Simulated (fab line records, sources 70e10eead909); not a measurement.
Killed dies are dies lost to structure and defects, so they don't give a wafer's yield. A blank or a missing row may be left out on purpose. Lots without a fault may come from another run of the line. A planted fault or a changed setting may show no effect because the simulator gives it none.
fab line records | flow nand_harc
record lots=5 wafers=15 last_day=24
route steps=1159 shown A_SOURCE_PLATE@416 A_ONON_D1@424 A_CHANNEL_HOLE_D1@450
lots that met no fault: from a run of the same line without faults
start_h: hours from the record's first day to the start of the lot's first wafer shown | wait_h: hours since the lot's step before | " the same as in the row above | L1.1+2: a row that stands for several wafers | - no value, or no start given | * or withheld: withheld | < > ~ a bound
route shown NAME@n: a module of which the file shows steps, and the number in the route of the first | usual: mean/standard deviation of fault-free wafers | same: alike in all rows | chamber/n: place in a boat | sites: the reading at each site | _std_site: their standard deviation | _edge_site: outer sites' mean less inner sites' | radius_mm: how far each site lies from the wafer's centre | mask NAME#n: copy n | behind: the tool/chamber that last shaped the wafer | hold: why the lot was held/for how many hours/how that ended | device: the transistor (n, p or np) that didn't switch | end of line: the same wafers' tests at the end of the route | a step without rows: its recipe alone | killed: dies lost to structure and defects at the first sort, not the wafer's yield | map: a wafer's dies, x killed, . not, _ none there
set.NAME: the setting as run; set.NAME@STEP: as run at that earlier step | model.NAME: the simulator's own value behind a step, which no gauge read
lots at some steps of the route; a table a step, a row a wafer
services: from which hour (start_h, from the record's first day; less than 0 if before it) a tool's chamber was out of use, for how many hours, and why
## steps
# step NHARC_A_SOURCE_PLATE_THK_MEAS_09
# recipe thk_meas_gauge=ellipsometry
# usual thk_nm=9.8/1
# columns lot.wafer tool chamber start_h wait_h thk_nm
L076.2 film_metro-01 - 157.16 0.4 9.6
L076.4 " - " " 8.6
L076.6 " - " " 8.9
L081.1 film_metro-02 - 180.38 0.4 9.3
L081.4 " - " " 9.8
L081.6 " - " " 8.4
L085.1 film_metro-02 - 222.06 0.4 8.3
L085.2 " - " " 8.9
L085.3 " - " " 8.3
L088.2 film_metro-01 - 237.40 0.4 10.1
L088.3 " - " " 9.2
L088.4 " - " " 10.5
L096.1 film_metro-01 - 273.59 0.4 7.4
L096.2 " - " " 9.4
L096.4 " - " " 8.7
# step NHARC_A_SOURCE_PLATE_PVD_04
# recipe target_thk_a=500 material=WSi2
# columns lot.wafer tool chamber start_h wait_h
L076.2+4+6 pvd_sputter-02 - 157.24 0.1
L081.1+4+6 pvd_sputter-03 - 180.62 0.2
L085.3+1+2 pvd_sputter-01 - 222.12 0.1
L088.2+3+4 pvd_sputter-03 - 237.46 0.1
L096.2+1+4 pvd_sputter-01 - 273.64 0.1
# step NHARC_A_SOURCE_PLATE_CVD_03
# recipe target_thk_a=2000 temp_c=620 pressure_mtorr=200 time_s=4000 material=poly-Si
# columns lot.wafer tool chamber start_h wait_h
L076.2+4+6 lpcvd_poly-04 0 159.73 -
L081.1+4+6 lpcvd_poly-04 0 183.03 -
L085.1+2+3 lpcvd_poly-04 0 224.62 -
L088.2+3+4 lpcvd_poly-01 0 239.97 -
L096.1+2+4 lpcvd_poly-04 0 276.15 -
# step NHARC_A_SOURCE_PLATE_ANNEAL_05
# recipe temp_c=850 time_s=1800
# columns lot.wafer tool chamber start_h wait_h
L076.2+4+6 furnace-03 0 166.35 3.5
L081.1+4+6 furnace-02 0 189.50 3.4
L085.1+2+3 furnace-02 0 230.89 3.2
L088.2+3+4 furnace-03 0 246.67 3.5
L096.1+2+4 furnace-03 0 282.78 3.5
# step NHARC_A_SOURCE_PLATE_THK_MEAS_06
# recipe thk_meas_gauge=ellipsometry
# usual thk_nm=199.7/2.7
# columns lot.wafer tool chamber start_h wait_h thk_nm
L076.2 film_metro-02 - 170.37 0.4 201.3
L076.4 " - " " 198.9
L076.6 " - " " 200.4
L081.1 film_metro-02 - 193.42 0.4 197.5
L081.4 " - " " 197.3
L081.6 " - " " 199.8
L085.1 film_metro-02 - 234.84 0.4 194.4
L085.2 " - " " 192.0
L085.3 " - " " 195.6
L088.2 film_metro-02 - 250.54 0.4 202.4
L088.3 " - " " 200.4
L088.4 " - " " 199.3
L096.1 film_metro-01 - 286.75 0.4 199.2
L096.2 " - " " 198.3
L096.4 " - " " 197.7
# step NHARC_A_SOURCE_PLATE_INSPECT_08
# usual raw_defect_count=64/22
# columns lot.wafer tool chamber start_h wait_h raw_defect_count
L076.2 defect_inspect-01 - 170.43 0.0 49
L076.4 " - " " 43
L076.6 " - " " 61
L081.1 defect_inspect-01 - 193.48 0.0 64
L081.4 " - " " 64
L081.6 " - " " 101
L085.1 defect_inspect-01 - 234.90 0.0 91
L085.2 " - " " 112
L085.3 " - " " 83
L088.2 defect_inspect-02 - 250.60 0.0 79
L088.3 " - " " 48
L088.4 " - " " 77
L096.1 defect_inspect-01 - 286.83 0.0 21
L096.2 " - " " 42
L096.4 " - " " 23
# step NHARC_A_ONON_D1_DEP_00
# recipe target_thk_a=10000 n2_flow_sccm=2750 n2o_flow_sccm=2000 nh3_flow_sccm=500 sih4_flow_sccm=210 temp_c=400
# usual nh3_flow_sccm=499.9/1.5 sih4_flow_sccm=210.0/0.67 susceptor_temp_C=400.01/0.26
# columns lot.wafer tool chamber start_h wait_h nh3_flow_sccm sih4_flow_sccm susceptor_temp_C
L076.2 pecvd_onon-03 0 170.56 0.1 499.9 208.2 400.13
L076.4 " 0 " " 502.0 209.9 400.20
L076.6 " 0 " " 498.0 209.6 399.95
L081.1 pecvd_onon-02 0 193.55 0.1 500.7 210.9 399.82
L081.4 " 0 " " 502.7 210.3 399.88
L081.6 " 0 " " 500.4 210.1 399.92
L085.1 pecvd_onon-02 0 234.97 0.1 498.5 210.5 399.81
L085.2 " 0 " " 499.0 210.5 399.70
L085.3 " 0 " " 500.1 209.3 399.76
L088.2 pecvd_onon-04 0 250.73 0.1 499.1 210.1 400.00
L088.3 " 0 " " 499.0 209.5 399.87
L088.4 " 0 " " 499.5 209.6 400.07
L096.1 pecvd_onon-02 0 286.90 0.1 498.0 209.9 400.00
L096.2 " 0 " " 499.2 209.1 399.87
L096.4 " 0 " " 497.7 209.6 399.63
# step NHARC_A_ONON_D1_THK_MEAS_02
# recipe thk_meas_gauge=ellipsometry
# usual thk_nm=1000/12
# columns lot.wafer tool chamber start_h wait_h thk_nm
L076.2 film_metro-01 - 171.01 - 1001
L076.4 " - " " 1003
L076.6 " - " " 1002
L081.1 film_metro-02 - 194.05 - 1017
L081.4 " - " " 1019
L081.6 " - " " 1017
L085.1 film_metro-02 - 235.48 - 997
L085.2 " - " " 997
L085.3 " - " " 996
L088.2 film_metro-02 - 251.18 - 1002
L088.3 " - " " 1001
L088.4 " - " " 1003
L096.1 film_metro-01 - 287.40 - 995
L096.2 " - " " 997
L096.4 " - " " 996
# step NHARC_A_ONON_D1_DEP_03
# recipe target_thk_a=10000 n2_flow_sccm=2750 n2o_flow_sccm=2000 nh3_flow_sccm=500 sih4_flow_sccm=210 temp_c=400
# usual nh3_flow_sccm=500.1/1.5 sih4_flow_sccm=210.0/0.6 susceptor_temp_C=400.08/0.25
# columns lot.wafer tool chamber start_h wait_h nh3_flow_sccm sih4_flow_sccm susceptor_temp_C
L076.2 pecvd_onon-02 0 171.12 0.1 499.1 209.8 400.36
L076.4 " 0 " " 499.5 208.7 400.13
L076.6 " 0 " " 500.9 208.6 400.32
L081.1 pecvd_onon-03 0 194.11 0.1 500.1 208.9 400.33
L081.4 " 0 " " 499.7 210.2 400.43
L081.6 " 0 " " 500.6 208.7 400.22
L085.1 pecvd_onon-04 0 235.54 0.1 501.8 209.8 400.30
L085.2 " 0 " " 500.6 210.1 400.17
L085.3 " 0 " " 499.4 209.9 400.19
L088.2 pecvd_onon-02 0 251.29 0.1 501.3 211.0 400.24
L088.3 " 0 " " 500.8 211.3 400.01
L088.4 " 0 " " 500.0 210.3 399.83
L096.1 pecvd_onon-02 0 287.46 0.1 500.4 209.7 400.28
L096.2 " 0 " " 499.2 210.5 400.29
L096.4 " 0 " " 500.8 210.4 399.73
# step NHARC_A_ONON_D1_THK_MEAS_05
# recipe thk_meas_gauge=ellipsometry
# usual thk_nm=1003/9.9
# columns lot.wafer tool chamber start_h wait_h thk_nm
L076.2 film_metro-02 - 171.57 - 1000
L076.4 " - " " 1001
L076.6 " - " " 999
L081.1 film_metro-02 - 194.62 - 1002
L081.4 " - " " 1000
L081.6 " - " " 1002
L085.1 film_metro-01 - 236.04 - 997
L085.2 " - " " 993
L085.3 " - " " 995
L088.2 film_metro-02 - 251.75 - 1009
L088.3 " - " " 1007
L088.4 " - " " 1008
L096.1 film_metro-02 - 287.97 - 997
L096.2 " - " " 997
L096.4 " - " " 997
# step NHARC_A_ONON_D1_DEP_06
# recipe target_thk_a=10000 n2_flow_sccm=2750 n2o_flow_sccm=2000 nh3_flow_sccm=500 sih4_flow_sccm=210 temp_c=400
# usual nh3_flow_sccm=500.0/1.5 sih4_flow_sccm=210.0/0.64 susceptor_temp_C=399.99/0.22
# columns lot.wafer tool chamber start_h wait_h nh3_flow_sccm sih4_flow_sccm susceptor_temp_C
L076.2 pecvd_onon-04 0 171.69 0.1 499.3 209.9 400.31
L076.4 " 0 " " 499.8 209.7 400.06
L076.6 " 0 " " 499.4 209.9 400.26
L081.1 pecvd_onon-04 0 194.67 0.1 500.1 210.5 400.02
L081.4 " 0 " " 500.0 210.5 400.23
L081.6 " 0 " " 499.2 210.1 400.08
L085.1 pecvd_onon-02 0 236.10 0.1 498.2 210.0 399.89
L085.2 " 0 " " 501.9 208.9 400.14
L085.3 " 0 " " 496.4 210.5 400.18
L088.2 pecvd_onon-03 0 251.86 0.1 499.4 210.1 400.61
L088.3 " 0 " " 499.1 210.5 400.10
L088.4 " 0 " " 500.3 209.6 400.22
L096.1 pecvd_onon-02 0 288.03 0.1 501.4 210.7 399.58
L096.2 " 0 " " 502.2 210.2 399.87
L096.4 " 0 " " 501.0 208.8 399.76
# step NHARC_A_ONON_D1_THK_MEAS_08
# recipe thk_meas_gauge=ellipsometry
# usual thk_nm=1000/11
# columns lot.wafer tool chamber start_h wait_h thk_nm
L076.2 film_metro-02 - 172.14 - 1002
L076.4 " - " " 1005
L076.6 " - " " 1004
L081.1 film_metro-01 - 195.18 - 1001
L081.4 " - " " 1000
L081.6 " - " " 998
L085.1 film_metro-02 - 236.61 - 988
L085.2 " - " " 988
L085.3 " - " " 988
L088.2 film_metro-01 - 252.32 - 1007
L088.3 " - " " 1007
L088.4 " - " " 1008
L096.1 film_metro-01 - 288.54 - 996
L096.2 " - " " 997
L096.4 " - " " 996
# step NHARC_A_ONON_D1_DEP_09
# recipe target_thk_a=10000 n2_flow_sccm=2750 n2o_flow_sccm=2000 nh3_flow_sccm=500 sih4_flow_sccm=210 temp_c=400
# usual nh3_flow_sccm=500.2/1.5 sih4_flow_sccm=209.9/0.69 susceptor_temp_C=400.06/0.2
# columns lot.wafer tool chamber start_h wait_h nh3_flow_sccm sih4_flow_sccm susceptor_temp_C
L076.2 pecvd_onon-02 0 172.25 0.1 499.9 211.0 400.12
L076.4 " 0 " " 497.8 209.9 400.00
L076.6 " 0 " " 500.6 210.5 400.03
L081.1 pecvd_onon-02 0 195.24 0.1 501.8 210.1 400.05
L081.4 " 0 " " 502.1 209.5 399.98
L081.6 " 0 " " 499.3 208.6 400.15
L085.1 pecvd_onon-04 0 236.66 0.1 502.8 210.8 399.65
L085.2 " 0 " " 503.3 209.2 399.82
L085.3 " 0 " " 500.9 209.2 399.76
L088.2 pecvd_onon-04 0 252.43 0.1 502.2 208.9 400.12
L088.3 " 0 " " 499.6 209.2 400.57
L088.4 " 0 " " 498.7 209.8 400.60
L096.1 pecvd_onon-02 0 288.60 0.1 500.7 209.1 400.56
L096.2 " 0 " " 503.0 210.0 400.58
L096.4 " 0 " " 501.6 210.4 400.23
# step NHARC_A_ONON_D1_THK_MEAS_11
# recipe thk_meas_gauge=ellipsometry
# usual thk_nm=1000/10
# columns lot.wafer tool chamber start_h wait_h thk_nm
L076.2 film_metro-01 - 172.71 - 999
L076.4 " - " " 998
L076.6 " - " " 998
L081.1 film_metro-01 - 195.75 - 1002
L081.4 " - " " 1004
L081.6 " - " " 1003
L085.1 film_metro-02 - 237.18 - 988
L085.2 " - " " 985
L085.3 " - " " 985
L088.2 film_metro-01 - 252.88 - 1018
L088.3 " - " " 1018
L088.4 " - " " 1017
L096.1 film_metro-01 - 289.10 - 999
L096.2 " - " " 998
L096.4 " - " " 998
# step NHARC_A_ONON_D1_DEP_12
# recipe target_thk_a=10000 n2_flow_sccm=2750 n2o_flow_sccm=2000 nh3_flow_sccm=500 sih4_flow_sccm=210 temp_c=400
# usual nh3_flow_sccm=499.6/1.5 sih4_flow_sccm=210.0/0.7 susceptor_temp_C=400.00/0.24
# columns lot.wafer tool chamber start_h wait_h nh3_flow_sccm sih4_flow_sccm susceptor_temp_C
L076.2 pecvd_onon-04 0 172.82 0.1 500.3 210.7 400.00
L076.4 " 0 " " 498.4 210.9 399.66
L076.6 " 0 " " 503.0 210.4 399.93
L081.1 pecvd_onon-04 0 195.81 0.1 497.1 209.4 400.42
L081.4 " 0 " " 498.4 209.8 400.00
L081.6 " 0 " " 498.9 209.7 400.30
L085.1 pecvd_onon-02 0 237.52 0.3 497.8 209.0 400.08
L085.2 " 0 " " 499.4 209.6 399.88
L085.3 " 0 " " 498.2 209.0 400.16
L088.2 pecvd_onon-02 0 253.00 0.1 495.8 210.3 399.42
L088.3 " 0 " " 497.7 210.7 399.61
L088.4 " 0 " " 499.5 210.9 399.33
L096.1 pecvd_onon-02 0 289.16 0.1 500.5 210.7 400.20
L096.2 " 0 " " 499.4 210.2 399.89
L096.4 " 0 " " 499.9 209.8 400.22
# step NHARC_A_ONON_D1_THK_MEAS_14
# recipe thk_meas_gauge=ellipsometry
# usual thk_nm=998/8.3
# columns lot.wafer tool chamber start_h wait_h thk_nm
L076.2 film_metro-01 - 173.27 - 992
L076.4 " - " " 989
L076.6 " - " " 989
L081.1 film_metro-02 - 196.32 - 994
L081.4 " - " " 993
L081.6 " - " " 993
L085.1 film_metro-01 - 238.03 - 986
L085.2 " - " " 988
L085.3 " - " " 986
L088.2 film_metro-01 - 253.45 - 989
L088.3 " - " " 990
L088.4 " - " " 990
L096.1 film_metro-02 - 289.67 - 989
L096.2 " - " " 989
L096.4 " - " " 988
# step NHARC_A_ONON_D1_ANNEAL_15
# recipe temp_c=750 time_s=3600
# columns lot.wafer tool chamber start_h wait_h
L076.2+4+6 furnace-05 0 175.99 2.7
L081.1+4+6 furnace-05 0 199.04 2.7
L085.1+2+3 furnace-05 0 241.56 3.5
L088.2+3+4 furnace-05 0 257.75 4.3
L096.1+2+4 furnace-05 0 292.39 2.7
# step NHARC_A_ONON_D1_DEP_16
# recipe target_thk_a=10000 n2_flow_sccm=2750 n2o_flow_sccm=2000 nh3_flow_sccm=500 sih4_flow_sccm=210 temp_c=400
# usual nh3_flow_sccm=500.2/1.7 sih4_flow_sccm=209.8/0.63 susceptor_temp_C=399.94/0.23
# columns lot.wafer tool chamber start_h wait_h nh3_flow_sccm sih4_flow_sccm susceptor_temp_C
L076.2 pecvd_onon-04 0 179.96 0.1 499.0 209.9 399.89
L076.4 " 0 " " 499.6 209.1 400.38
L076.6 " 0 " " 497.4 210.1 400.13
L081.1 pecvd_onon-04 0 202.93 0.1 497.6 209.7 400.14
L081.4 " 0 " " 499.9 209.9 399.88
L081.6 " 0 " " 503.6 210.6 399.94
L085.1 pecvd_onon-03 0 245.46 0.1 501.5 210.3 399.68
L085.2 " 0 " " 498.6 210.8 399.91
L085.3 " 0 " " 499.2 211.2 399.87
L088.2 pecvd_onon-04 0 261.68 0.1 501.4 210.4 400.40
L088.3 " 0 " " 501.5 211.2 399.92
L088.4 " 0 " " 503.1 210.6 399.88
L096.1 pecvd_onon-04 0 296.26 0.1 500.5 209.1 400.11
L096.2 " 0 " " 500.6 208.8 400.02
L096.4 " 0 " " 501.1 208.9 399.99
# step NHARC_A_ONON_D1_THK_MEAS_18
# recipe thk_meas_gauge=ellipsometry
# usual thk_nm=1001/12
# columns lot.wafer tool chamber start_h wait_h thk_nm
L076.2 film_metro-01 - 180.42 - 1006
L076.4 " - " " 1008
L076.6 " - " " 1006
L081.1 film_metro-02 - 203.45 - 1001
L081.4 " - " " 1001
L081.6 " - " " 1001
L085.1 film_metro-01 - 245.98 - 992
L085.2 " - " " 994
L085.3 " - " " 993
L088.2 film_metro-02 - 262.13 - 1015
L088.3 " - " " 1016
L088.4 " - " " 1015
L096.1 film_metro-01 - 296.77 - 987
L096.2 " - " " 985
L096.4 " - " " 985
# step NHARC_A_ONON_D1_DEP_19
# recipe target_thk_a=10000 n2_flow_sccm=2750 n2o_flow_sccm=2000 nh3_flow_sccm=500 sih4_flow_sccm=210 temp_c=400
# usual nh3_flow_sccm=500.2/1.4 sih4_flow_sccm=210.0/0.6 susceptor_temp_C=399.98/0.2
# columns lot.wafer tool chamber start_h wait_h nh3_flow_sccm sih4_flow_sccm susceptor_temp_C
L076.2 pecvd_onon-03 0 180.53 0.1 499.1 209.4 399.93
L076.4 " 0 " " 499.0 210.3 400.06
L076.6 " 0 " " 500.8 209.9 399.62
L081.1 pecvd_onon-04 0 203.50 0.1 501.2 210.8 400.10
L081.4 " 0 " " 499.5 209.5 400.29
L081.6 " 0 " " 499.0 210.6 400.27
L085.1 pecvd_onon-02 0 246.17 0.2 499.4 209.4 400.03
L085.2 " 0 " " 499.9 210.3 399.73
L085.3 " 0 " " 498.2 209.3 400.34
L088.2 pecvd_onon-03 0 262.24 0.1 500.9 211.0 399.71
L088.3 " 0 " " 501.4 209.4 399.83
L088.4 " 0 " " 497.2 211.1 399.70
L096.1 pecvd_onon-03 0 296.82 0.1 501.2 210.3 400.17
L096.2 " 0 " " 498.9 210.4 400.17
L096.4 " 0 " " 500.1 209.2 400.21
# step NHARC_A_ONON_D1_THK_MEAS_21
# recipe thk_meas_gauge=ellipsometry
# usual thk_nm=1000/7.6
# columns lot.wafer tool chamber start_h wait_h thk_nm
L076.2 film_metro-01 - 180.98 - 1000
L076.4 " - " " 1000
L076.6 " - " " 1000
L081.1 film_metro-01 - 204.01 - 1009
L081.4 " - " " 1011
L081.6 " - " " 1013
L085.1 film_metro-02 - 246.68 - 1004
L085.2 " - " " 1005
L085.3 " - " " 1005
L088.2 film_metro-02 - 262.70 - 997
L088.3 " - " " 996
L088.4 " - " " 996
L096.1 film_metro-02 - 297.33 - 1005
L096.2 " - " " 1006
L096.4 " - " " 1005
# step NHARC_A_ONON_D1_DEP_22
# recipe target_thk_a=10000 n2_flow_sccm=2750 n2o_flow_sccm=2000 nh3_flow_sccm=500 sih4_flow_sccm=210 temp_c=400
# usual nh3_flow_sccm=500.1/1.6 sih4_flow_sccm=210.0/0.63 susceptor_temp_C=400.04/0.24
# columns lot.wafer tool chamber start_h wait_h nh3_flow_sccm sih4_flow_sccm susceptor_temp_C
L076.2 pecvd_onon-04 0 181.10 0.1 500.2 209.7 400.02
L076.4 " 0 " " 499.5 211.0 400.08
L076.6 " 0 " " 501.2 209.8 399.87
L081.1 pecvd_onon-04 0 204.06 0.1 502.6 209.5 400.37
L081.4 " 0 " " 499.9 209.7 400.00
L081.6 " 0 " " 501.0 210.3 399.86
L085.1 pecvd_onon-03 0 246.74 0.1 500.4 210.5 399.80
L085.2 " 0 " " 499.4 210.1 399.98
L085.3 " 0 " " 502.3 209.9 400.09
L088.2 pecvd_onon-04 0 262.81 0.1 498.1 209.4 400.00
L088.3 " 0 " " 500.1 210.0 400.22
L088.4 " 0 " " 500.4 208.7 400.32
L096.1 pecvd_onon-04 0 297.39 0.1 502.4 210.5 400.05
L096.2 " 0 " " 500.6 209.2 400.08
L096.4 " 0 " " 501.8 210.0 400.35
# step NHARC_A_ONON_D1_THK_MEAS_24
# recipe thk_meas_gauge=ellipsometry
# usual thk_nm=998/10
# columns lot.wafer tool chamber start_h wait_h thk_nm
L076.2 film_metro-02 - 181.56 - 1009
L076.4 " - " " 1009
L076.6 " - " " 1010
L081.1 film_metro-01 - 204.57 - 982
L081.4 " - " " 985
L081.6 " - " " 981
L085.1 film_metro-01 - 247.25 - 1000
L085.2 " - " " 998
L085.3 " - " " 1001
L088.2 film_metro-02 - 263.27 - 1010
L088.3 " - " " 1009
L088.4 " - " " 1008
L096.1 film_metro-02 - 297.90 - 1007
L096.2 " - " " 1005
L096.4 " - " " 1004
# step NHARC_A_ONON_D1_DEP_25
# recipe target_thk_a=10000 n2_flow_sccm=2750 n2o_flow_sccm=2000 nh3_flow_sccm=500 sih4_flow_sccm=210 temp_c=400
# usual nh3_flow_sccm=500.1/1.5 sih4_flow_sccm=210.0/0.55 susceptor_temp_C=399.99/0.22
# columns lot.wafer tool chamber start_h wait_h nh3_flow_sccm sih4_flow_sccm susceptor_temp_C
L076.2 pecvd_onon-02 0 181.67 0.1 500.3 209.6 400.25
L076.4 " 0 " " 498.9 209.3 400.10
L076.6 " 0 " " 499.7 209.7 400.12
L081.1 pecvd_onon-04 0 204.63 0.1 497.7 210.8 400.01
L081.4 " 0 " " 499.1 210.7 399.81
L081.6 " 0 " " 498.1 210.6 399.61
L085.1 pecvd_onon-02 0 247.31 0.1 496.6 210.0 400.00
L085.2 " 0 " " 498.8 209.9 399.93
L085.3 " 0 " " 500.8 209.1 399.88
L088.2 pecvd_onon-02 0 263.38 0.1 501.5 209.5 400.11
L088.3 " 0 " " 499.6 209.9 399.85
L088.4 " 0 " " 501.4 209.7 400.05
L096.1 pecvd_onon-03 0 297.96 0.1 498.1 210.4 400.14
L096.2 " 0 " " 499.6 210.0 399.71
L096.4 " 0 " " 500.0 210.7 399.89
# step NHARC_A_ONON_D1_THK_MEAS_27
# recipe thk_meas_gauge=ellipsometry
# usual thk_nm=998/9.7
# columns lot.wafer tool chamber start_h wait_h thk_nm
L076.2 film_metro-01 - 182.13 - 995
L076.4 " - " " 998
L076.6 " - " " 995
L081.1 film_metro-02 - 205.14 - 1018
L081.4 " - " " 1018
L081.6 " - " " 1017
L085.1 film_metro-01 - 247.82 - 1003
L085.2 " - " " 1002
L085.3 " - " " 1003
L088.2 film_metro-02 - 263.84 - 997
L088.3 " - " " 997
L088.4 " - " " 1000
L096.1 film_metro-01 - 298.47 - 1005
L096.2 " - " " 1006
L096.4 " - " " 1005
# step NHARC_A_ONON_D1_DEP_28
# recipe target_thk_a=10000 n2_flow_sccm=2750 n2o_flow_sccm=2000 nh3_flow_sccm=500 sih4_flow_sccm=210 temp_c=400
# usual nh3_flow_sccm=500.0/1.5 sih4_flow_sccm=210.1/0.62 susceptor_temp_C=400.01/0.2
# columns lot.wafer tool chamber start_h wait_h nh3_flow_sccm sih4_flow_sccm susceptor_temp_C
L076.2 pecvd_onon-03 0 182.24 0.1 500.6 210.3 399.85
L076.4 " 0 " " 500.8 210.5 400.05
L076.6 " 0 " " 499.3 211.0 399.83
L081.1 pecvd_onon-02 0 205.34 0.2 500.7 209.0 400.00
L081.4 " 0 " " 499.0 209.9 399.93
L081.6 " 0 " " 500.8 209.3 400.03
L085.1 pecvd_onon-03 0 247.87 0.1 502.7 210.6 400.08
L085.2 " 0 " " 500.1 210.1 400.09
L085.3 " 0 " " 503.0 209.5 400.01
L088.2 pecvd_onon-03 0 263.95 0.1 500.4 209.7 400.06
L088.3 " 0 " " 500.3 210.1 400.01
L088.4 " 0 " " 500.4 210.9 400.08
L096.1 pecvd_onon-04 0 298.53 0.1 502.1 209.2 399.71
L096.2 " 0 " " 501.7 210.0 399.77
L096.4 " 0 " " 498.6 209.6 399.81
# step NHARC_A_ONON_D1_THK_MEAS_30
# recipe thk_meas_gauge=ellipsometry
# usual thk_nm=1003/8.2
# columns lot.wafer tool chamber start_h wait_h thk_nm
L076.2 film_metro-02 - 182.69 - 1012
L076.4 " - " " 1013
L076.6 " - " " 1011
L081.1 film_metro-02 - 205.85 - 998
L081.4 " - " " 995
L081.6 " - " " 996
L085.1 film_metro-01 - 248.38 - 1005
L085.2 " - " " 1005
L085.3 " - " " 1003
L088.2 film_metro-01 - 264.41 - 990
L088.3 " - " " 989
L088.4 " - " " 988
L096.1 film_metro-02 - 299.04 - 1010
L096.2 " - " " 1008
L096.4 " - " " 1008
# step NHARC_A_ONON_D1_DEP_33
# recipe target_thk_a=2000 temp_c=400 pressure_torr=6.5 rf_w=900 teos_flow_sccm=161.4 flow_sccm=2650 target_thk_nm=200 gas=O2 material=SiO2
# usual heater_power_w=581/100 susceptor_temp_C=400.02/0.22 throttle_valve_pct=15.9/0.43
# columns lot.wafer tool chamber start_h wait_h heater_power_w susceptor_temp_C throttle_valve_pct
L076.2 pecvd-01 0 182.80 0.1 540 400.13 15.6
L076.6 " 2 " " 575 400.11 15.9
L076.4 " 0 " " 544 400.11 15.6
L081.1 pecvd-01 1 205.91 0.1 467 399.63 16.4
L081.6 " 1 " " 468 399.85 16.2
L081.4 " 2 " " 610 400.07 15.9
L085.3 pecvd-02 0 248.44 0.1 655 400.08 15.2
L085.2 " 1 " " 711 400.22 16.2
L085.1 " 2 " " 672 399.85 15.8
L088.3 pecvd-02 2 264.67 0.3 633 399.92 16.0
L088.2 " 0 " " 636 400.31 15.2
L088.4 " 1 " " 614 399.77 15.9
L096.2 pecvd-01 0 299.10 0.1 675 399.74 15.4
L096.1 " 2 " " 652 400.02 16.1
L096.4 " 1 " " 465 399.91 15.5
# step NHARC_A_ONON_D1_THK_MEAS_34
# recipe thk_meas_gauge=ellipsometry
# usual thk_nm=200.6/2.5
# columns lot.wafer tool chamber start_h wait_h thk_nm
L076.2 film_metro-01 - 183.16 - 201.4
L076.4 " - " " 202.8
L076.6 " - " " 204.4
L081.1 film_metro-01 - 206.32 - 200.4
L081.4 " - " " 202.2
L081.6 " - " " 202.3
L085.1 film_metro-02 - 248.85 - 200.1
L085.2 " - " " 197.9
L085.3 " - " " 195.4
L088.2 film_metro-02 - 265.08 - 199.6
L088.3 " - " " 200.6
L088.4 " - " " 201.4
L096.1 film_metro-01 - 299.51 - 201.3
L096.2 " - " " 198.5
L096.4 " - " " 201.0
# step NHARC_A_ONON_D1_INSPECT_32
# usual raw_defect_count=77/24
# columns lot.wafer tool chamber start_h wait_h raw_defect_count
L076.2 defect_inspect-01 - 183.23 0.0 58
L076.4 " - " " 50
L076.6 " - " " 72
L081.1 defect_inspect-01 - 206.39 0.0 68
L081.4 " - " " 95
L081.6 " - " " 107
L085.1 defect_inspect-01 - 248.93 0.0 106
L085.2 " - " " 117
L085.3 " - " " 96
L088.2 defect_inspect-02 - 265.17 0.0 91
L088.3 " - " " 52
L088.4 " - " " 83
L096.1 defect_inspect-01 - 299.59 0.0 34
L096.2 " - " " 51
L096.4 " - " " 30
# step NHARC_A_CHANNEL_HOLE_D1_DEP_00
# recipe target_thk_a=31000 temp_c=400 material=aC
# usual susceptor_temp_C=399.96/0.19 throttle_valve_pct=35.001/0.0086
# columns lot.wafer tool chamber start_h wait_h susceptor_temp_C throttle_valve_pct
L076.2 acl_dep-02 0 183.79 0.6 - 35.011
L076.4 " 0 " " - 34.984
L076.6 " 0 " " - 34.997
L081.1 acl_dep-02 0 207.30 0.9 - 35.004
L081.4 " 0 " " - 35.014
L081.6 " 0 " " - 35.005
L085.1 acl_dep-01 0 249.67 0.7 - 35.015
L085.2 " 0 " " - 35.011
L085.3 " 0 " " - 35.004
L088.2 acl_dep-03 0 266.55 1.4 399.79 35.001
L088.3 " 0 " " 399.93 35.014
L088.4 " 0 " " 399.87 34.994
L096.1 acl_dep-03 0 302.15 2.6 - 35.007
L096.2 " 0 " " - 34.999
L096.4 " 0 " " - 34.989
# step NHARC_A_CHANNEL_HOLE_D1_DEP_01
# recipe target_thk_a=1400 target_thk_nm=140 temp_c=400 pressure_torr=3.5 flow_sccm=200 rf_w=350 material=SiON
# usual heater_power_w=768/110 susceptor_temp_C=399.98/0.21
# columns lot.wafer tool chamber start_h wait_h heater_power_w susceptor_temp_C
L076.2 pecvd-04 1 185.44 1.3 726 400.11
L076.6 " 2 " " 785 399.86
L076.4 " 0 " " 712 399.93
L081.1 pecvd-03 2 209.23 1.6 807 400.15
L081.6 " 1 " " 813 399.86
L081.4 " 0 " " 582 399.89
L085.1 pecvd-01 1 251.58 1.6 709 400.15
L085.3 " 2 " " 818 399.89
L085.2 " 0 " " 888 399.89
L088.3 pecvd-04 2 268.16 1.0 839 400.15
L088.2 " 0 " " 655 399.63
L088.4 " 2 " " 830 399.94
L096.1 pecvd-01 1 304.06 1.6 673 399.89
L096.2 " 2 " " 892 400.05
L096.4 " 2 " " 889 400.03
# step NHARC_A_CHANNEL_HOLE_D1_DEHYDRATE_02
# recipe temp_c=150 time_s=120
# usual exhaust_pa=45.0/0.94
# columns lot.wafer tool chamber start_h wait_h exhaust_pa
L076.2 litho_track-06 0 185.66 0.2 45.5
L076.4 " 0 " " 44.7
L076.6 " 0 " " 45.8
L081.1 litho_track-01 0 209.47 0.2 43.5
L081.4 " 0 " " 45.4
L081.6 " 0 " " 44.1
L085.1 litho_track-06 0 251.85 0.2 45.3
L085.2 " 0 " " 44.6
L085.3 " 0 " " 45.1
L088.2 litho_track-04 0 268.43 0.2 45.1
L088.3 " 0 " " 45.8
L088.4 " 0 " " 44.9
L096.1 litho_track-06 0 304.33 0.2 44.7
L096.2 " 0 " " 43.5
L096.4 " 0 " " 44.0
## services
# columns tool chamber start_h hours kind
litho_track-04 - 141.00 7.0 pm
pecvd_onon-03 - 153.00 13.0 pm
pecvd-02 - 153.09 13.0 pm
pvd_sputter-01 - 158.01 10.0 pm
acl_dep-02 - 168.65 13.0 pm
pecvd-02 - 169.58 1.4 repair
pvd_sputter-01 - 169.99 10.7 repair
pvd_sputter-02 - 174.14 7.8 repair
pvd_sputter-01 - 184.48 9.0 repair
pecvd-04 - 195.13 13.0 pm
furnace-03 - 205.30 12.7 repair
pvd_sputter-02 - 214.01 10.0 pm
acl_dep-03 - 226.72 13.0 pm
pecvd_onon-03 - 234.90 6.8 repair
pecvd-01 - 237.00 13.0 pm
pecvd_onon-04 - 237.02 13.0 pm
pvd_sputter-03 - 243.63 3.9 repair
pvd_sputter-03 - 261.82 19.4 repair
pecvd-04 2 271.40 4.8 repair
furnace-02 - 279.54 2.1 repair
pecvd-01 - 283.34 0.5 repair
litho_track-06 - 292.00 7.0 pm
pecvd_onon-02 - 292.00 13.0 pm
pecvd-02 0 302.36 5.4 repair
## key
fault none
